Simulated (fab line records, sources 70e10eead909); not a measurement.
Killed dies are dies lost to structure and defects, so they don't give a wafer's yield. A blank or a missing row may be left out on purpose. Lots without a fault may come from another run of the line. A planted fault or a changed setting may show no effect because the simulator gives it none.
Chamber matching | flow nand_harc | NHARC_A_STAIRCASE_DEP_259 on pecvd-01: 3 sister chambers
The step deposits SiON, target thk 30 nm. 6 wafers are shown with their chamber, then 8 later ones without.

WAFERS WITH THEIR CHAMBER
wafer  | chamber | showerhead_vpp_V (V) | heater_power_w (W)
L076.6 | 0       | 1229                 | 726
L079.2 | 0       | 1223                 | 729
L083.2 | 2       | 1093                 | 949
L083.3 | 1       | 1137                 | 537
L083.4 | 2       | 1078                 | 950
L084.1 | 1       | 1107                 | 610

WAFERS WITHOUT THEIR CHAMBER
wafer  | showerhead_vpp_V (V) | heater_power_w (W)
L084.2 | 1223                 | 711
L084.4 | 1081                 | 954
L096.3 | 1086                 | 983
L096.4 | 1084                 | 954
L096.6 | 1119                 | 590
L097.2 | 1087                 | 938
L097.4 | 1101                 | 970
L097.5 | 1106                 | 611

WHICH CHAMBER EACH WENT THROUGH
wafer  | from the rows above | in truth
L084.2 | 0                   | 0
L084.4 | 2                   | 2
L096.3 | 2                   | 2
L096.4 | 2                   | 2
L096.6 | 1                   | 1
L097.2 | 2                   | 2
L097.4 | 2                   | 2
L097.5 | 1                   | 1
Placed correctly: 8 of 8. Can't be placed from these rows: 0. Placed wrongly: 0.
How it was worked out, from the rows above alone: a wafer's distance from a chamber is the root of the sum, over the readings, of the square of ((its reading less the chamber's mean) divided by the reading's scatter). The wafer belongs to the nearest chamber; if the next one is less than 2 further off, it can't be placed. A chamber's mean is the mean of its shown wafers. The scatter: the root of (the sum of the squares of (reading less its chamber's mean) over the shown wafers, divided by (wafers less chambers)).
